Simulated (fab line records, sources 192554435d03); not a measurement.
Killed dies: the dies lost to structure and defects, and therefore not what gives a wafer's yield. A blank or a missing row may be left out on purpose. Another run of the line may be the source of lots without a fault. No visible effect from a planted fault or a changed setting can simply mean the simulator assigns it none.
Which tool is to blame? -- flow n5 finfet -- 10 lots with 30 wafers sampled at 5 steps, on a route of 1938 steps

## WHAT THE GAUGES SHOWED, per wafer
N5_BEOL_M4_RC_MEAS_101. Usual: DIBL_N 36.3 mV/V, standard deviation 2; DIBL_P 36.3 mV/V, standard deviation 2.4; IOFF_N 0.16 nA/um, standard deviation 0.034; IOFF_P 0.21 nA/um, standard deviation 0.035; ION_N 672 uA/um, standard deviation 12; ION_P 459 uA/um, standard deviation 6.5; SS_N 71.6 mV/dec, standard deviation 0.67; SS_P 73.3 mV/dec, standard deviation 0.71; VT_N 250 mV, standard deviation 3.5; VT_P -251 mV, standard deviation 3.
lot,measured,on,DIBL_N (mV/V),DIBL_P (mV/V),IOFF_N (nA/um),IOFF_P (nA/um),ION_N (uA/um),ION_P (uA/um),SS_N (mV/dec),SS_P (mV/dec),VT_N (mV),VT_P (mV),flag
L634,day 8 03:04,prober-01,35.5 35.7 34.9,35.7 35.9 34.7,0.15 0.15 0.13,0.20 0.21 0.19,662 661 655,458 459 450,71.6 71.4 71.9,73.3 72.8 72.6,250 254 251,-251 -251 -251,
L635,day 8 07:41,prober-02,32.6 32.3 32.3,31.7 31.6 31.5,0.10 0.10 0.10,0.15 0.15 0.15,651 653 664,456 453 456,70.0 69.8 70.1,72.0 71.8 72.1,259 256 257,-256 -253 -254,
L636,day 8 16:58,prober-02,35.0 33.2 33.3,34.4 31.5 32.3,0.14 0.10 0.11,0.18 0.13 0.15,666 647 650,453 440 452,71.1 70.8 70.9,73.2 72.8 72.7,249 256 256,-254 -256 -253,
L638,day 9 05:11,prober-02,35.9 39.3 35.9,34.6 38.7 34.3,0.14 0.22 0.15,0.17 0.23 0.16,657 689 672,444 463 452,71.6 73.1 72.0,73.7 74.5 73.3,255 247 251,-256 -251 -256,
L646,day 11 21:34,prober-01,35.5 36.9 38.3,37.5 38.8 40.6,0.15 0.19 0.22,0.22 0.23 0.28,664 671 679,458 459 465,72.0 72.6 72.3,73.6 73.9 74.3,253 249 244,-248 -249 -247,
L648,day 12 22:51,prober-01,33.0 36.1 35.6,33.7 36.9 36.2,0.12 0.17 0.15,0.18 0.23 0.22,658 656 669,457 454 455,71.0 71.5 71.2,72.3 73.2 73.1,253 250 250,-250 -248 -251,
L647,day 13 00:21,prober-01,40.2 37.9 37.9,39.4 37.2 36.3,0.22 0.17 0.16,0.27 0.22 0.21,683 667 667,469 463 457,72.0 71.9 71.3,74.3 74.1 74.1,245 249 251,-246 -249 -251,
L649,day 13 14:58,prober-02,36.1 36.9 36.7,37.3 37.7 38.0,0.15 0.16 0.16,0.22 0.22 0.22,661 669 684,462 469 474,71.3 70.7 72.0,73.1 72.8 73.5,249 249 249,-248 -245 -248,
L651,day 14 07:01,prober-02,37.0 34.8 38.7,38.8 34.8 38.5,0.20 0.15 0.24,0.25 0.19 0.24,682 666 676,462 454 458,71.8 71.2 72.4,74.3 74.1 74.0,247 249 244,-248 -252 -249,
L656,day 14 14:23,prober-01,36.8 37.2 36.1,37.1 37.9 36.1,0.19 0.20 0.18,0.22 0.24 0.21,680 679 684,459 459 462,71.8 72.0 72.0,73.0 73.4 72.6,248 246 245,-249 -248 -251,

## WHICH TOOL RAN EACH LOT (tool, then ch and the chambers of the sampled wafers, then the start)
lot,N5_BEOL_M0_SURFACE_TREAT_137,N5_BEOL_M0_ANNEAL_119,N5_BEOL_M0_CMP_120,N5_BEOL_M1_COAT_61
L634,"pvd sputter-03, day 6 07:21","rtp anneal-02 ch 0, day 6 08:16","cmp-04 ch 1,3, day 6 08:32","litho track-02 ch 0, day 6 09:41"
L635,"pvd sputter-01, day 6 10:01","rtp anneal-02 ch 0, day 6 11:06","cmp-02 ch 2,3, day 6 12:34","litho track-02 ch 0, day 6 15:29"
L636,"pvd sputter-01, day 6 18:10","rtp anneal-01 ch 0, day 6 18:59","cmp-04 ch 0,1, day 6 19:12","litho track-02 ch 0, day 6 21:02"
L638,"pvd sputter-01, day 7 01:49","rtp anneal-01 ch 0, day 7 03:34","cmp-04 ch 0,1,3, day 7 03:52","litho track-01 ch 0, day 7 05:11"
L646,"pvd sputter-01, day 9 05:23","rtp anneal-02 ch 0, day 9 07:54","cmp-02 ch 2,3, day 9 08:08","litho track-02 ch 0, day 9 12:24"
L648,"pvd sputter-02, day 9 17:13","rtp anneal-01 ch 0, day 9 19:34","cmp-04 ch 1,2,3, day 9 19:51","litho track-02 ch 0, day 9 22:11"
L647,"pvd sputter-03, day 9 23:29","rtp anneal-01 ch 0, day 10 00:19","cmp-03 ch 0,1, day 10 00:34","litho track-01 ch 0, day 10 03:17"
L649,"pvd sputter-02, day 10 04:23","rtp anneal-02 ch 0, day 10 05:15","cmp-02 ch 0,1,2, day 10 05:32","litho track-01 ch 0, day 10 06:56"
L651,"pvd sputter-03, day 10 18:40","rtp anneal-02 ch 0, day 10 21:20","cmp-03 ch 0,2,3, day 10 21:37","litho track-01 ch 0, day 10 22:44"
L656,"pvd sputter-03, day 11 14:17","rtp anneal-01 ch 0, day 11 15:49","cmp-04 ch 0,1, day 11 16:07","litho track-03 ch 0, day 11 17:38"
- N5_BEOL_M0_SURFACE_TREAT_137
- N5_BEOL_M0_ANNEAL_119: time 90 s.
- N5_BEOL_M0_CMP_120: polishes, stops on SiOC, t overpolish 6.9 s.
- N5_BEOL_M1_COAT_61: time 60 s, resist thk 60 nm.

## WHAT THE TOOLS THEMSELVES READ (means of the sampled wafers that have a number; where no wafer has one, the mark that the record gives instead)
N5_BEOL_M0_ANNEAL_119. Usual: anneal temp c max 226.04, standard deviation 0.26; wafer_temp_C_max 225.85, standard deviation 0.25.
lot,tool,anneal temp c max,wafer_temp_C_max,flag
L634,rtp anneal-02,226.16,226.05,
L635,rtp anneal-02,226.39,225.88,
L636,rtp anneal-01,226.04,225.61,
L638,rtp anneal-01,226.24,225.93,
L646,rtp anneal-02,226.25,226.08,
L648,rtp anneal-01,225.90,225.84,
L647,rtp anneal-01,225.90,225.89,
L649,rtp anneal-02,226.23,225.61,
L651,rtp anneal-02,225.81,225.48,
L656,rtp anneal-01,226.30,225.88,

N5_BEOL_M0_CMP_120. Usual: barrier field endpoint s 3.63 s, standard deviation 0.11; motor current A 5.4 A, standard deviation 0.66; overpolish run s 6.900 s, standard deviation 0.0097; pad life wafers 1134, standard deviation 570; retaining ring pressure frac 1.001, standard deviation 0.0049; time to endpoint s 63.8 s, standard deviation 2.6.
lot,tool,barrier field endpoint s (s),motor current A (A),overpolish run s (s),pad life wafers,retaining ring pressure frac,time to endpoint s (s),flag
L634,cmp-04,3.54,5.6,6.899,542,0.996,62.6,
L635,cmp-02,3.72,4.6,6.900,1044,1.002,65.3,
L636,cmp-04,3.57,5.2,6.899,618,1.001,64.0,
L638,cmp-04,3.71,5.7,6.893,692,0.999,67.3,
L646,cmp-02,3.60,4.7,6.907,1514,1.002,65.2,
L648,cmp-04,3.54,6.0,6.899,1275,1.005,64.5,
L647,cmp-03,3.60,5.0,6.900,102,1.001,64.2,
L649,cmp-02,3.78,5.5,6.899,1663,0.998,67.1,
L651,cmp-03,3.54,5.6,6.895,278,1.002,61.2,
L656,cmp-04,3.66,5.2,6.899,1596,0.998,62.9,

N5_BEOL_M1_COAT_61. Usual: spin speed rpm 1499.9 rpm, standard deviation 0.89.
lot,tool,spin speed rpm (rpm),flag
L634,litho track-02,1499.3,
L635,litho track-02,1499.0,
L636,litho track-02,1500.1,
L638,litho track-01,1500.0,
L646,litho track-02,1540.7,OFF
L648,litho track-02,1541.2,OFF
L647,litho track-01,1499.9,
L649,litho track-01,1499.1,
L651,litho track-01,1500.2,
L656,litho track-03,1499.6,

## THE ANSWER, worked out from the rows above alone
Rule: a lot is off if the mean of its wafers that have a number lies more than 3 standard deviations from the usual mean. A lot without any number at a reading at which 4 lots or more have one is off too. The other lots that the step has rows for count as sound. After the gauges, taken in route order, come the tools' own readings; for these a lot's mean is taken, as printed above. The first step at which some lot is off is used, and at that step the reading that is off furthest; a lot without a number counts as furthest.
Off: L646, L648 (N5_BEOL_M1_COAT_61, spin speed rpm).
If a tool, at that step or one of the process steps before it, ran each lot that is off and ran no sound lot following the first of them, it fits. One fits: N5_BEOL_M1_COAT_61 on litho track-02. A fault onset in the window from L636 (day 6 21:02, its last sound lot) to L646 (day 9 12:24, its first lot off) fits.
The tool's own readings at N5_BEOL_M1_COAT_61 bear it out: on the lots that are off they differ by more than 5 times the standard deviation of the sound lots' means. spin speed rpm reads 1541.0 rpm there against 1499.7 rpm on the sound lots.

## WHAT THE SIMULATOR HAD INSERTED
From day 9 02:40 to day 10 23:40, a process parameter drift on litho track-02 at N5_BEOL_M1_COAT_61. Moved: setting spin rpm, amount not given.
Lots struck among those shown: L646, L648. This agrees with what the rule above found.
